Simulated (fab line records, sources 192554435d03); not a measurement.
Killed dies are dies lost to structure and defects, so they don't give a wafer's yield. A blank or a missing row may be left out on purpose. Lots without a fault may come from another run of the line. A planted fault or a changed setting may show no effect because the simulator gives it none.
A struck lot beside a sound one | flow n5_finfet | 19 steps out of a route of 1938
Sound: wafers L182.1, L182.4, L182.6. Struck: wafers L187.3, L187.4, L187.6. The cause comes at the end.
At each step with rows: each side's tool, then ch and its chambers, then its first start. Under that, the readings that differ: sound wafers | struck wafers | difference of the means | sigmas: that difference in standard deviations of wafers without a fault.
alike: readings whose means differ by less than 2 such deviations, and words and numbers that are the same on both sides. not compared: withheld readings, readings that some wafer has no value for, bounds like >300 that may hide the same value, and numbers for which the record gives no deviation and whose values overlap.
The two part at a step that has a row with sigmas, a row that says differs or no value, or rows on one side only. Numbers that don't overlap but have no deviation are shown without sigmas and don't part them. A reading that every wafer of one side lacks parts them only if that side has two wafers or more.

N5_ILD0_THK_MEAS_08:
  sound on film_metro-01, day 4 09:43; struck on film_metro-02, day 5 15:29
  alike: thk_nm
then, 1 step without rows for these wafers: N5_ILD0_PRECLEAN_10 (cleans in NF3:NH3, afs cycles 5, time 20 s, sublimation time 60 s).
N5_ILD0_ALD_15: deposits SiNx, target thk 24 nm, pulse time 1 s, ald cycles 480.
  sound on ald_sin-03 ch 0,3, day 4 10:26; struck on ald_sin-02 ch 1,2, day 5 16:12
  alike: heater_power_w, precursor_pulse_height_rel
N5_ILD0_CMP_12: polishes SiNx, stops on poly-Si, t overpolish 6 s, target thk 17.67 nm.
  sound on cmp-01 ch 0,1,2, day 4 12:38; struck on cmp-02 ch 1,2,3, day 5 18:24
  alike: motor_current_A, overpolish_run_s, time_to_endpoint_s
N5_ILD0_THK_MEAS_13:
  sound on film_metro-02, day 4 12:55; struck on film_metro-01, day 5 18:42
  alike: thk_nm
N5_ILD0_INSPECT_06: inspects for defects (darkfield).
  sound on defect_inspect-01, day 4 12:57; struck on defect_inspect-01, day 5 18:44
  alike: raw_defect_count
N5_SDB_HM_DEP_00: deposits SiNx from SiH4/NH3/N2, target thk 40 nm, time 35.3 s.
  sound on pecvd-04 ch 0,1,2, day 4 12:59; struck on pecvd-01 ch 0,1,2, day 5 18:46
  alike: heater_power_w, showerhead_plenum_p_Torr, showerhead_vpp_V, throttle_valve_pct
then, 5 steps without rows for these wafers: N5_SDB_COAT_03 (time 60 s, resist thk 100 nm); N5_SDB_COAT_04 (time 60 s, resist thk 18 nm); N5_SDB_COAT_05 (resist thk 90 nm); N5_SDB_EBR_07; N5_SDB_SOFTBAKE_06 (time 60 s).
N5_SDB_EXPOSE_08: exposes mask SDB.
  sound on arfi_scanner-01 ch 0, day 4 13:19; struck on arfi_scanner-01 ch 0, day 5 19:06
  reading              | sound             | struck            | difference | sigmas
  exposure_dose_mJ_cm2 | 49.58 49.58 49.58 | 45.03 45.06 45.03 | -4.54      | -24
  alike: mask
then, 2 steps without rows for these wafers: N5_SDB_PEB_09 (peb time 60 s); N5_SDB_DEVELOP_10 (develop time 30 s).
N5_SDB_CD_MEAS_11: target cd 50 nm.
  sound on cd_sem-03 ch 0, day 4 13:26; struck on cd_sem-03 ch 0, day 5 19:13
  reading    | sound          | struck         | difference | sigmas
  cd_nm (nm) | 50.7 49.2 49.8 | 40.7 40.9 39.7 | -9.5       | -9
N5_SDB_OVL_MEAS_12:
  sound on overlay-02 ch 0, day 4 13:28; struck on overlay-02 ch 0, day 5 19:15
  alike: SDB_OVL
N5_BEOL_M4_RC_MEAS_101:
  the record has rows for the sound wafers here (prober-01 ch 0, day 9 00:28) and none for the struck ones
-- the record jumps here: 8 days lie between the struck wafers' starts before and after (it left off in module BEOL_M4 and takes up again in module PASSIVATION, whose first step shown is number 1936 of the route) --
N5_PASSIVATION_PROBE_49:
  sound on prober-02, day 13 00:58; struck on prober-01, day 13 18:39
  reading                  | sound          | struck         | difference | sigmas
  defect_limited_yield (%) | 92.8 90.3 92.3 | 31.2 38.0 16.9 | -63.1      | -42
  killed_at_front_end      | 25 34 44       | 762 666 943    | +756       | +69
  killed_dies              | 85 114 91      | 812 732 981    | +745       | +41
  killed_on_rim            | 14 10 9        | 145 148 152    | +137       | +36
  sort_bin_5_function (%)  | 3.1 5.3 4.6    | 65.3 58.4 80.2 | +63.6      | +64
  sort_n_pass              | 1095 1066 1088 | 368 448 199    | -745       | -39
  sort_yield_pct (%)       | 92.8 90.3 92.2 | 31.2 38.0 16.9 | -63.1      | -39
  alike: killed_at_M0_to_M3, killed_at_M4_up, killed_at_contacts, killed_at_other, killed_open, killed_short, sort_bin_6_memory, sort_bin_8_speed

WHERE THEY PART
First at N5_SDB_EXPOSE_08; last, within this record, at N5_PASSIVATION_PROBE_49.

WHY: what the simulator had put in
Process parameter drift: arfi_scanner-01, from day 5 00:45 on, at N5_SDB_EXPOSE_08. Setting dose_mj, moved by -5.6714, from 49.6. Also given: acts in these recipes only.
